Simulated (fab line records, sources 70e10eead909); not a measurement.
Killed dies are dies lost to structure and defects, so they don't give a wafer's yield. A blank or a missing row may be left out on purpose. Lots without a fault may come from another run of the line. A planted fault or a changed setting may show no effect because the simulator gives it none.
fab line records | flow nand_harc
record lots=24 wafers=72 last_day=33
route steps=1302 shown A_M0@1163 A_M1@1192 A_BONDPAD@1204 THIN_TSV@1267
lots that met no fault: from a run of the same line without faults
start_h: hours from the record's first day to the start of the lot's first wafer shown | wait_h: hours since the lot's step before | " the same as in the row above | L1.1+2: a row that stands for several wafers | - no value, or no start given | * or withheld: withheld | < > ~ a bound
route shown NAME@n: a module of which the file shows steps, and the number in the route of the first | usual: mean/standard deviation of fault-free wafers | same: alike in all rows | chamber/n: place in a boat | sites: the reading at each site | _std_site: their standard deviation | _edge_site: outer sites' mean less inner sites' | radius_mm: how far each site lies from the wafer's centre | mask NAME#n: copy n | behind: the tool/chamber that last shaped the wafer | hold: why the lot was held/for how many hours/how that ended | device: the transistor (n, p or np) that didn't switch | end of line: the same wafers' tests at the end of the route | a step without rows: its recipe alone | killed: dies lost to structure and defects at the first sort, not the wafer's yield | map: a wafer's dies, x killed, . not, _ none there
set.NAME: the setting as run; set.NAME@STEP: as run at that earlier step | model.NAME: the simulator's own value behind a step, which no gauge read
steps of the route over a sample of lots; a table a step, a row a wafer
services: from which hour (start_h, from the record's first day; less than 0 if before it) a tool's chamber was out of use, for how many hours, and why
## steps
# step NHARC_A_M0_THK_MEAS_24
# recipe thk_meas_gauge=xrf
# usual thk_nm=113.9/1.3
# columns lot.wafer tool chamber start_h wait_h thk_nm
L076.2 film_metro-02 - 530.23 - 113.1
L076.3 " - " " 111.7
L076.6 " - " " 114.2
L075.2 film_metro-02 - 536.26 - 113.8
L075.4 " - " " 113.0
L075.6 " - " " 114.9
L074.1 film_metro-02 - 537.89 - 112.8
L074.2 " - " " 114.5
L074.3 " - " " 114.1
L077.4 film_metro-02 - 554.74 - 115.3
L077.5 " - " " 112.4
L077.6 " - " " 113.4
L078.3 film_metro-02 - 555.38 - 115.2
L078.4 " - " " 109.7
L078.6 " - " " 113.7
L080.3 film_metro-02 - 566.33 - 111.3
L080.4 " - " " 112.9
L080.5 " - " " 112.0
L079.1 film_metro-02 - 567.99 - 112.4
L079.4 " - " " 111.9
L079.5 " - " " 114.1
L081.2 film_metro-02 - 586.19 - 113.0
L081.3 " - " " 113.5
L081.5 " - " " 115.2
L084.1 film_metro-02 - 609.96 - 112.4
L084.3 " - " " 113.8
L084.6 " - " " 114.1
L082.2 film_metro-01 - 610.52 - 113.3
L082.4 " - " " 113.8
L082.5 " - " " 114.6
L083.1 film_metro-02 - 614.39 - 113.5
L083.5 " - " " 114.3
L083.6 " - " " 114.4
L085.3 film_metro-01 - 636.20 - 112.5
L085.4 " - " " 114.1
L085.6 " - " " 112.7
L086.4 film_metro-01 - 639.07 - 114.0
L086.5 " - " " 115.0
L086.6 " - " " 114.6
L087.1 film_metro-01 - 641.44 - 114.5
L087.3 " - " " 113.5
L087.4 " - " " 113.3
L088.2 film_metro-01 - 657.93 - 111.3
L088.4 " - " " 114.5
L088.5 " - " " 111.6
L089.1 film_metro-02 - 659.19 - 112.9
L089.3 " - " " 116.5
L089.6 " - " " 114.9
L090.1 film_metro-02 - 695.73 - 115.4
L090.3 " - " " 117.4
L090.4 " - " " 115.3
L091.2 film_metro-02 - 706.84 - 113.0
L091.3 " - " " 113.3
L091.5 " - " " 113.2
L093.1 film_metro-01 - 710.23 - 114.8
L093.3 " - " " 115.3
L093.5 " - " " 115.6
L094.2 film_metro-01 - 710.97 - 113.5
L094.4 " - " " 111.9
L094.6 " - " " 110.6
L092.1 film_metro-01 - 717.15 - 112.9
L092.2 " - " " 113.1
L092.4 " - " " 112.8
L095.2 film_metro-02 - 733.90 - 112.5
L095.4 " - " " 114.7
L095.5 " - " " 112.5
L096.4 film_metro-01 - 739.60 - 116.1
L096.5 " - " " 115.2
L096.6 " - " " 115.6
L097.2 film_metro-01 - 740.54 - 112.0
L097.3 " - " " 115.1
L097.4 " - " " 113.8
# step NHARC_A_M1_PVD_21
# recipe target_thk_a=300 chamber_pressure_pa=5 power_w=5000 substrate_temp_c=30 time_s=20.49 material=Cu
# usual substrate_temp_c=30.00/0.11 throttle_valve_pct=29.7/0.88
# columns lot.wafer tool chamber start_h wait_h substrate_temp_c throttle_valve_pct
L076.2 pvd_sputter-02 - - - 29.95 29.9
L076.3 " - " " 29.92 29.8
L076.6 " - " " 30.06 30.5
L075.4 pvd_sputter-01 - - - 30.08 30.2
L075.2 " - " " 30.32 29.1
L075.6 " - " " 30.02 28.1
L074.2 pvd_sputter-01 - - - 29.87 29.1
L074.1 " - " " 29.93 30.6
L074.3 " - " " 29.92 30.3
L077.4 pvd_sputter-02 - - - 30.03 30.7
L077.6 " - " " 30.16 30.8
L077.5 " - " " 29.93 29.9
L078.3 pvd_sputter-01 - - - 29.92 30.9
L078.4 " - " " 30.01 28.9
L078.6 " - " " 29.93 30.4
L080.4 pvd_sputter-03 - - - 29.99 30.1
L080.3 " - " " 30.04 29.7
L080.5 " - " " 29.95 28.3
L079.1 pvd_sputter-03 - - - 29.92 28.3
L079.4 " - " " 30.09 28.5
L079.5 " - " " 29.98 28.3
L081.2 pvd_sputter-03 - - - 30.06 30.3
L081.3 " - " " 29.94 29.3
L081.5 " - " " 29.90 30.1
L084.3 pvd_sputter-03 - - - 30.00 29.2
L084.1 " - " " 30.08 28.3
L084.6 " - " " 29.82 28.6
L082.2 pvd_sputter-02 - - - 30.07 30.6
L082.4 " - " " 29.98 30.5
L082.5 " - " " 30.06 30.6
L083.1 pvd_sputter-03 - - - 30.09 29.7
L083.6 " - " " 30.21 29.2
L083.5 " - " " 29.91 28.5
L085.3 pvd_sputter-03 - - - 29.97 28.0
L085.4 " - " " 29.86 30.1
L085.6 " - " " 30.08 29.4
L086.4 pvd_sputter-03 - - - 30.01 28.7
L086.5 " - " " 30.18 28.8
L086.6 " - " " 30.09 29.5
L087.4 pvd_sputter-03 - - - 29.93 30.0
L087.1 " - " " 29.96 29.4
L087.3 " - " " 29.86 28.4
L088.2 pvd_sputter-02 - - - 30.02 30.8
L088.4 " - " " 29.93 30.1
L088.5 " - " " 29.81 29.9
L089.1 pvd_sputter-03 - - - 29.99 28.2
L089.3 " - " " 29.69 29.0
L089.6 " - " " 29.99 29.7
L090.1 pvd_sputter-03 - - - 29.92 28.4
L090.4 " - " " 29.90 28.2
L090.3 " - " " 29.73 29.7
L091.2 pvd_sputter-02 - - - 29.79 29.8
L091.3 " - " " 30.11 30.7
L091.5 " - " " 29.83 29.8
L093.1 pvd_sputter-02 - - - 30.01 30.0
L093.3 " - " " 30.19 30.9
L093.5 " - " " 30.05 30.4
L094.4 pvd_sputter-01 - - - 30.00 29.0
L094.2 " - " " 29.95 30.1
L094.6 " - " " 30.02 30.9
L092.1 pvd_sputter-02 - - - 30.07 30.5
L092.4 " - " " 29.77 30.8
L092.2 " - " " 30.10 29.9
L095.4 pvd_sputter-02 - - - 29.88 30.1
L095.2 " - " " 29.93 29.9
L095.5 " - " " 29.94 30.2
L096.4 pvd_sputter-02 - - - 30.03 30.7
L096.5 " - " " 30.14 30.1
L096.6 " - " " 30.14 30.3
L097.4 pvd_sputter-02 - - - 30.11 30.8
L097.2 " - " " 30.06 30.0
L097.3 " - " " 29.98 30.2
# step NHARC_A_M1_PRE_CLEAN_32
# recipe time_s=12 temp_c=370 rf_power_w=300 gas=NH3
# usual heater_power_w=635/71
# columns lot.wafer tool chamber start_h wait_h heater_power_w
L076.3 pecvd-02 2 535.01 0.1 630
L076.2 " 0 " " 679
L076.6 " 1 " " 538
L075.2 pecvd-02 2 540.82 0.1 598
L075.6 " 0 " " 654
L075.4 " 1 " " 554
L074.1 pecvd-02 1 542.28 0.1 601
L074.2 " 2 " " 635
L074.3 " 0 " " 625
L077.4 pecvd-02 1 559.37 0.3 586
L077.6 " 2 " " 611
L077.5 " 0 " " 668
L078.3 pecvd-04 1 559.76 0.1 580
L078.6 " 1 " " 582
L078.4 " 0 " " 636
L080.3 pecvd-02 1 570.75 0.1 625
L080.4 " 0 " " 663
L080.5 " 1 " " 621
L079.1 pecvd-04 2 572.25 0.1 734
L079.4 " 2 " " 741
L079.5 " 0 " " 666
L081.2 pecvd-03 1 590.61 0.1 576
L081.3 " 2 " " 563
L081.5 " 2 " " 565
L084.1 pecvd-02 0 614.29 0.1 685
L084.3 " 1 " " 546
L084.6 " 2 " " 674
L082.2 pecvd-03 1 614.84 0.1 582
L082.4 " 0 " " 764
L082.5 " 1 " " 551
L083.1 pecvd-03 0 619.19 0.1 767
L083.5 " 2 " " 621
L083.6 " 0 " " 743
L085.3 pecvd-03 2 640.55 0.1 629
L085.6 " 2 " " 635
L085.4 " 0 " " 692
L086.6 pecvd-02 0 643.48 0.1 653
L086.4 " 1 " " 548
L086.5 " 2 " " 664
L087.3 pecvd-03 0 645.77 0.1 768
L087.1 " 1 " " 531
L087.4 " 1 " " 527
L088.2 pecvd-02 0 662.29 0.1 627
L088.4 " 2 " " 653
L088.5 " 1 " " 488
L089.3 pecvd-02 1 663.51 0.1 549
L089.1 " 0 " " 624
L089.6 " 1 " " 562
L090.3 pecvd-03 0 700.10 0.1 829
L090.1 " 1 " " 626
L090.4 " 1 " " 616
L091.3 pecvd-02 2 711.23 0.1 676
L091.2 " 0 " " 662
L091.5 " 2 " " 677
L093.1 pecvd-02 1 714.61 0.1 468
L093.3 " 2 " " 625
L093.5 " 1 " " 476
L094.2 pecvd-02 0 715.37 0.1 699
L094.4 " 2 " " 675
L094.6 " 1 " " 553
L092.2 pecvd-04 1 721.54 0.1 611
L092.1 " 0 " " 669
L092.4 " 2 " " 762
L095.2 pecvd-04 0 738.43 0.1 643
L095.5 " 2 " " 643
L095.4 " 0 " " 646
L096.5 pecvd-03 0 744.01 0.1 737
L096.4 " 1 " " 588
L096.6 " 2 " " 610
L097.2 pecvd-02 1 745.46 0.2 566
L097.3 " 2 " " 660
L097.4 " 0 " " 671
# step NHARC_A_BONDPAD_THK_MEAS_30
# recipe thk_meas_gauge=ellipsometry
# usual thk_nm=200.2/1.5
# columns lot.wafer tool chamber start_h wait_h thk_nm
L076.2 film_metro-02 - 536.31 0.2 200.7
L076.3 " - " " 200.8
L076.6 " - " " 199.3
L075.2 film_metro-02 - 542.08 0.2 201.6
L075.4 " - " " 200.8
L075.6 " - " " 198.2
L074.1 film_metro-02 - 543.57 0.2 201.5
L074.2 " - " " 201.3
L074.3 " - " " 201.4
L077.4 film_metro-02 - 560.76 0.2 201.5
L077.5 " - " " 199.7
L077.6 " - " " 200.7
L078.3 film_metro-02 - 561.05 0.2 201.2
L078.4 " - " " 199.4
L078.6 " - " " 196.8
L080.3 film_metro-02 - 572.01 0.2 200.5
L080.4 " - " " 199.5
L080.5 " - " " 202.1
L079.1 film_metro-02 - 573.53 0.2 200.1
L079.4 " - " " 197.1
L079.5 " - " " 198.9
L081.2 film_metro-02 - 591.91 0.2 199.2
L081.3 " - " " 198.6
L081.5 " - " " 200.6
L084.1 film_metro-01 - 615.58 0.2 201.8
L084.3 " - " " 199.9
L084.6 " - " " 202.0
L082.2 film_metro-02 - 616.11 0.2 198.9
L082.4 " - " " 202.7
L082.5 " - " " 197.1
L083.1 film_metro-02 - 620.46 0.2 199.8
L083.5 " - " " 198.6
L083.6 " - " " 200.1
L085.3 film_metro-02 - 641.87 0.2 200.8
L085.4 " - " " 199.7
L085.6 " - " " 201.6
L086.4 film_metro-02 - 644.73 0.2 202.3
L086.5 " - " " 200.4
L086.6 " - " " 203.3
L087.1 film_metro-01 - 647.06 0.2 200.5
L087.3 " - " " 201.2
L087.4 " - " " 199.9
L088.2 film_metro-02 - 663.58 0.2 200.7
L088.4 " - " " 198.7
L088.5 " - " " 202.5
L089.1 film_metro-01 - 664.79 0.1 197.9
L089.3 " - " " 198.1
L089.6 " - " " 199.4
L090.1 film_metro-02 - 701.38 0.2 200.3
L090.3 " - " " 199.0
L090.4 " - " " 202.3
L091.2 film_metro-01 - 712.52 0.2 198.3
L091.3 " - " " 199.4
L091.5 " - " " 202.0
L093.1 film_metro-02 - 715.89 0.2 199.9
L093.3 " - " " 200.9
L093.5 " - " " 200.1
L094.2 film_metro-02 - 716.78 0.2 198.3
L094.4 " - " " 200.2
L094.6 " - " " 202.3
L092.1 film_metro-01 - 722.82 0.1 200.4
L092.2 " - " " 199.7
L092.4 " - " " 199.4
L095.2 film_metro-01 - 739.70 0.2 200.6
L095.4 " - " " 200.1
L095.5 " - " " 202.0
L096.4 film_metro-01 - 745.26 0.2 200.7
L096.5 " - " " 201.6
L096.6 " - " " 199.5
L097.2 film_metro-02 - 746.73 0.2 197.7
L097.3 " - " " 198.1
L097.4 " - " " 201.2
# step NHARC_A_BONDPAD_ANNEAL_28
# recipe temp_c=225 time_s=90
# usual anneal_temp_c_max=226.3/0.39 wafer_temp_C_max=225.90/0.23
# columns lot.wafer tool chamber start_h wait_h anneal_temp_c_max wafer_temp_C_max
L076.2 rtp_anneal-01 0 538.81 0.3 225.9 225.23
L076.3 " 0 " " 226.0 225.57
L076.6 " 0 " " 226.0 225.61
L075.2 rtp_anneal-02 0 544.58 0.3 227.2 226.00
L075.4 " 0 " " 226.8 226.16
L075.6 " 0 " " 226.5 226.10
L074.1 rtp_anneal-01 0 546.03 - 226.2 225.87
L074.2 " 0 " " 226.2 225.52
L074.3 " 0 " " 226.3 225.71
L077.4 rtp_anneal-02 0 563.36 0.3 227.1 225.74
L077.5 " 0 " " 226.5 226.78
L077.6 " 0 " " 226.5 226.05
L078.3 rtp_anneal-01 0 563.70 0.3 225.8 226.10
L078.4 " 0 " " 225.8 225.99
L078.6 " 0 " " 225.6 225.91
L080.3 rtp_anneal-02 0 574.64 0.3 226.5 225.75
L080.4 " 0 " " 226.3 226.13
L080.5 " 0 " " 226.9 226.13
L079.1 rtp_anneal-01 0 575.86 0.3 226.1 226.20
L079.4 " 0 " " 226.3 225.56
L079.5 " 0 " " 226.0 225.91
L081.2 rtp_anneal-01 0 594.41 0.4 226.2 225.86
L081.3 " 0 " " 226.0 225.97
L081.5 " 0 " " 226.0 225.57
L084.1 rtp_anneal-01 0 618.16 - 226.3 225.59
L084.3 " 0 " " 226.0 225.54
L084.6 " 0 " " 225.9 226.05
L082.2 rtp_anneal-01 0 618.66 - 226.1 225.81
L082.4 " 0 " " 226.3 225.42
L082.5 " 0 " " 226.3 225.78
L083.1 rtp_anneal-01 0 622.92 - 226.1 225.63
L083.5 " 0 " " 226.0 225.79
L083.6 " 0 " " 225.8 225.88
L085.3 rtp_anneal-02 0 644.44 - 227.5 226.01
L085.4 " 0 " " 226.7 226.04
L085.6 " 0 " " 227.0 225.77
L086.4 rtp_anneal-01 0 647.34 - 225.7 225.92
L086.5 " 0 " " 225.8 225.75
L086.6 " 0 " " 225.9 225.70
L087.1 rtp_anneal-02 0 649.39 - 226.5 225.97
L087.3 " 0 " " 226.5 225.93
L087.4 " 0 " " 227.0 225.69
L088.2 rtp_anneal-02 0 666.14 - 226.3 225.69
L088.4 " 0 " " 226.3 226.13
L088.5 " 0 " " 227.0 226.02
L089.1 rtp_anneal-01 0 667.28 - 226.3 225.66
L089.3 " 0 " " 226.2 225.92
L089.6 " 0 " " 225.9 226.07
L090.1 rtp_anneal-02 0 703.88 - 226.6 226.10
L090.3 " 0 " " 226.7 226.10
L090.4 " 0 " " 227.0 226.00
L091.2 rtp_anneal-01 0 714.90 0.3 226.2 225.90
L091.3 " 0 " " 226.2 226.14
L091.5 " 0 " " 225.7 226.15
L093.1 rtp_anneal-01 0 718.24 - 226.1 225.77
L093.3 " 0 " " 225.8 226.02
L093.5 " 0 " " 226.1 225.76
L094.2 rtp_anneal-02 0 719.29 - 226.3 226.07
L094.4 " 0 " " 226.6 226.32
L094.6 " 0 " " 226.8 225.95
L092.1 rtp_anneal-02 0 725.33 0.3 227.0 226.26
L092.2 " 0 " " 226.7 225.92
L092.4 " 0 " " 226.6 225.79
L095.2 rtp_anneal-02 0 742.25 0.4 227.0 226.10
L095.4 " 0 " " 226.6 226.00
L095.5 " 0 " " 226.7 226.12
L096.4 rtp_anneal-01 0 747.89 - 226.2 225.92
L096.5 " 0 " " 226.3 225.80
L096.6 " 0 " " 226.4 226.04
L097.2 rtp_anneal-01 0 749.24 0.4 226.5 225.79
L097.3 " 0 " " 226.1 225.97
L097.4 " 0 " " 226.6 225.63
# step NHARC_THIN_TSV_DEP_47
# recipe target_thk_a=2000 temp_c=withheld pressure_torr=6.5 rf_w=900 teos_flow_sccm=161.4 flow_sccm=2650 target_thk_nm=200 gas=O2 material=SiO2
# usual chamber_pressure_Torr=6.500/0.015 throttle_valve_pct=15.7/0.64
# columns lot.wafer tool chamber start_h wait_h chamber_pressure_Torr throttle_valve_pct
L076.3 pecvd-02 1 554.07 - 6.491 16.1
L076.2 " 2 " " 6.498 15.6
L076.6 " 0 " " 6.498 14.7
L074.1 pecvd-01 0 560.67 - 6.482 15.6
L074.2 " 1 " " 6.493 16.3
L074.3 " 1 " " 6.500 16.2
L075.2 pecvd-03 0 561.87 - 6.493 15.0
L075.6 " 2 " " 6.464 15.9
L075.4 " 0 " " 6.513 15.3
L077.6 pecvd-02 1 579.07 - 6.471 15.9
L077.5 " 2 " " 6.497 16.0
L077.4 " 0 " " 6.512 15.0
L078.3 pecvd-01 2 580.29 - 6.489 14.2
L078.4 " 1 " " 6.509 16.1
L078.6 " 0 " " 6.496 15.7
L080.3 pecvd-01 2 591.47 - 6.489 14.7
L080.4 " 2 " " 6.472 14.5
L080.5 " 0 " " 6.515 15.5
L079.1 pecvd-01 1 592.92 - 6.497 16.5
L079.5 " 2 " " 6.520 14.8
L079.4 " 1 " " 6.514 16.3
L081.3 pecvd-03 1 609.30 - 6.488 16.5
L081.2 " 2 " " 6.525 15.9
L081.5 " 2 " " 6.541 16.1
L084.1 pecvd-03 1 636.44 - 6.509 16.4
L084.3 " 0 " " 6.487 15.4
L084.6 " 2 " " 6.488 16.1
L082.2 pecvd-01 0 637.75 - 6.481 15.7
L082.4 " 2 " " 6.513 14.5
L082.5 " 0 " " 6.480 15.4
L083.1 pecvd-03 0 638.76 - 6.477 15.2
L083.5 " 2 " " 6.530 16.1
L083.6 " 0 " " 6.491 15.0
L085.4 pecvd-02 0 659.37 - 6.505 15.1
L085.3 " 2 " " 6.515 15.3
L085.6 " 2 " " 6.518 15.2
L086.4 pecvd-03 1 660.71 - 6.506 16.2
L086.5 " 2 " " 6.489 16.4
L086.6 " 0 " " 6.514 15.6
L087.3 pecvd-01 1 664.50 - 6.517 16.5
L087.1 " 0 " " 6.531 15.7
L087.4 " 1 " " 6.505 15.8
L088.2 pecvd-02 0 681.91 - 6.533 15.1
L088.5 " 2 " " 6.497 15.4
L088.4 " 0 " " 6.497 15.2
L089.3 pecvd-02 0 683.58 - 6.504 15.0
L089.1 " 2 " " 6.463 15.3
L089.6 " 1 " " 6.524 16.6
L090.1 pecvd-03 2 719.08 - 6.535 16.4
L090.3 " 0 " " 6.527 15.3
L090.4 " 0 " " 6.515 15.2
L091.3 pecvd-02 0 731.14 - 6.493 15.2
L091.2 " 2 " " 6.492 15.4
L091.5 " 0 " " 6.481 15.2
L094.2 pecvd-01 2 733.09 - 6.496 14.8
L094.6 " 2 " " 6.497 14.7
L094.4 " 0 " " 6.484 15.6
L093.1 pecvd-01 1 734.18 - 6.520 16.3
L093.3 " 2 " " 6.514 14.6
L093.5 " 0 " " 6.516 15.7
L092.2 pecvd-01 0 748.45 - 6.475 15.7
L092.1 " 2 " " 6.485 14.8
L092.4 " 0 " " 6.486 15.5
L095.2 pecvd-03 1 759.02 - 6.501 16.8
L095.5 " 2 " " 6.492 15.9
L095.4 " 1 " " 6.488 16.6
L096.5 pecvd-03 0 764.57 - 6.502 15.2
L096.4 " 1 " " 6.501 16.8
L096.6 " 2 " " 6.476 15.7
L097.3 pecvd-01 1 765.72 - 6.503 16.5
L097.2 " 2 " " 6.519 14.9
L097.4 " 0 " " 6.524 15.4
## services
# columns tool chamber start_h hours kind
pecvd-02 - 523.34 4.7 repair
pvd_sputter-03 - 526.00 10.0 pm
pecvd-04 2 530.26 6.8 repair
pvd_sputter-01 - 533.44 1.6 repair
pecvd-03 - 547.16 13.0 pm
pecvd-01 2 550.53 12.9 repair
pecvd-04 - 567.72 2.5 repair
pecvd-03 - 579.43 0.7 repair
pvd_sputter-01 - 582.00 10.0 pm
pecvd-02 - 589.39 13.0 pm
pecvd-04 - 590.22 1.2 repair
pecvd-02 0 630.32 4.3 repair
pecvd-04 - 631.26 13.0 pm
pvd_sputter-02 - 638.03 10.0 pm
pecvd-01 1 652.43 5.4 repair
pecvd-02 1 653.96 5.4 repair
pecvd-01 - 659.14 1.6 repair
pecvd-01 - 673.48 13.0 pm
pvd_sputter-03 - 704.00 10.0 pm
pecvd-01 1 712.99 5.9 repair
pecvd-03 - 728.16 13.0 pm
rtp_anneal-02 - 744.14 12.0 pm
pecvd-03 - 744.56 4.1 repair
pvd_sputter-02 - 755.35 3.4 repair
## key
fault none
